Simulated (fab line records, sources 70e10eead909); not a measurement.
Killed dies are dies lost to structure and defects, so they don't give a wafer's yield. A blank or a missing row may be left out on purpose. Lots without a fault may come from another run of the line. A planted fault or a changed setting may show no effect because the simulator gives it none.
A struck lot beside a sound one | flow nand_harc | 22 steps out of a route of 1159
Sound: wafers L198.3, L198.4, L198.5. Struck: wafers L202.2, L202.3, L202.6. The cause comes at the end.
At each step with rows: each side's tool, then ch and its chambers, then its first start. Under that, the readings that differ: sound wafers | struck wafers | difference of the means | sigmas: that difference in standard deviations of wafers without a fault.
alike: readings whose means differ by less than 2 such deviations, and words and numbers that are the same on both sides. not compared: withheld readings, readings that some wafer has no value for, bounds like >300 that may hide the same value, and numbers for which the record gives no deviation and whose values overlap.
The two part at a step that has a row with sigmas, a row that says differs or no value, or rows on one side only. Numbers that don't overlap but have no deviation are shown without sigmas and don't part them. A reading that every wafer of one side lacks parts them only if that side has two wafers or more.

NHARC_A_ZERO_WELL_CD_MEAS_10: target cd 2000 nm.
  sound on cd_sem-03 ch 0, day 6 15:55; struck on cd_sem-03 ch 0, day 8 01:49
  alike: cd_nm
then, 1 step without rows for these wafers: NHARC_A_ZERO_WELL_HARDBAKE_11 (time 65 s).
NHARC_A_ZERO_WELL_DESCUM_12: chemistry O2, time 3 s.
  sound on rie_diel-11 ch 0,3, day 6 16:04; struck on rie_diel-04 ch 2,3, day 8 01:59
  reading                     | sound       | struck      | difference | sigmas
  drypump_motor_current_A (A) | 5.8 6.5 6.5 | 5.5 5.4 5.6 | -0.8       | -2
  alike: oes_product_au, rf_vpp_V, showerhead_plenum_p_Torr, throttle_valve_pct
  not compared: rf_hours_counter_h
NHARC_A_ZERO_WELL_ETCH_19: etches the open film in N2/H2, target depth 80 nm, overetch 24 nm, time 87.88 s.
  sound on rie_diel-11 ch 2,3, day 6 16:10; struck on rie_diel-04 ch 0,1,3, day 8 02:05
  alike: drypump_motor_current_A, oes_product_au, rf_vpp_V, showerhead_plenum_p_Torr, throttle_valve_pct
  not compared: rf_hours_counter_h
NHARC_A_ZERO_WELL_ETCH_13: etches the open film in HBr/Cl2, target depth 120 nm, time 40.1 s.
  sound on rie_si-01 ch 0,1,3, day 6 16:18; struck on rie_si-05 ch 0,2,3, day 8 02:11
  alike: drypump_motor_current_A, oes_product_au, throttle_valve_pct
  not compared: rf_hours_counter_h
then, 4 steps without rows for these wafers: NHARC_A_ZERO_WELL_STRIP_14 (strips in SPM, time 900 s); NHARC_A_ZERO_WELL_IMPLANT_15; NHARC_A_ZERO_WELL_PRECLEAN_22 (cleans in SC1, time 60 s); NHARC_A_ZERO_WELL_SRD_23.
NHARC_A_ZERO_WELL_RTA_16: time 10 s.
  sound on rtp_anneal-01 ch 0, day 6 17:22; struck on rtp_anneal-01 ch 0, day 8 03:10
  alike: lamp_power_pct, lamp_zone_3_pct, wafer_temp_C_max
NHARC_A_ZERO_WELL_INSPECT_17:
  sound on defect_inspect-01, day 6 17:30; struck on defect_inspect-01, day 8 03:20
  alike: raw_defect_count
NHARC_A_SOURCE_PLATE_PRECLEAN_00: cleans in HF-LAST, time 60 s.
  sound on wet_bench-05 ch 0,1,3, day 6 17:34; struck on wet_bench-02 ch 0,1,4, day 8 03:23
then, 2 steps without rows for these wafers: NHARC_A_SOURCE_PLATE_SRD_01; NHARC_A_SOURCE_PLATE_OXIDE_02 (material SiO2, target thk 10 nm, ox time 1362 s).
NHARC_A_SOURCE_PLATE_THK_MEAS_09: measures by ellipsometry.
  sound on film_metro-01, day 7 01:17; struck on film_metro-02, day 8 11:36
  reading     | sound          | struck      | difference | sigmas
  thk_nm (nm) | 10.9 10.3 10.5 | 8.6 8.3 7.7 | -2.4       | -2
then, 3 steps without rows for these wafers: NHARC_A_SOURCE_PLATE_PVD_04 (deposits WSi2, target thk 50 nm); NHARC_A_SOURCE_PLATE_CVD_03 (deposits poly-Si, target thk 200 nm, time 4000 s); NHARC_A_SOURCE_PLATE_ANNEAL_05 (time 1800 s).
NHARC_A_SOURCE_PLATE_THK_MEAS_06: measures by ellipsometry.
  sound on film_metro-01, day 7 14:11; struck on film_metro-01, day 9 01:13
  alike: thk_nm
NHARC_A_SOURCE_PLATE_INSPECT_08:
  sound on defect_inspect-01, day 7 14:15; struck on defect_inspect-02, day 9 01:17
  reading          | sound    | struck      | difference | sigmas
  raw_defect_count | 45 29 75 | 917 947 987 | +901       | +38
then, 1 step without rows for these wafers: NHARC_A_ONON_D1_DEP_00 (target thk 1000 nm).
-- the record jumps here: 12 days lie between the struck wafers' starts before and after (it left off in module A_ONON_D1 and takes up again in module END, whose first step shown is number 1159 of the route) --
NHARC_END_SORT_01:
  the record has rows for the struck wafers here (prober-02 ch 0, day 20 17:23) and none for the sound ones

WHERE THEY PART
First at NHARC_A_ZERO_WELL_DESCUM_12; last, within this record, at NHARC_END_SORT_01.

WHY: what the simulator had put in
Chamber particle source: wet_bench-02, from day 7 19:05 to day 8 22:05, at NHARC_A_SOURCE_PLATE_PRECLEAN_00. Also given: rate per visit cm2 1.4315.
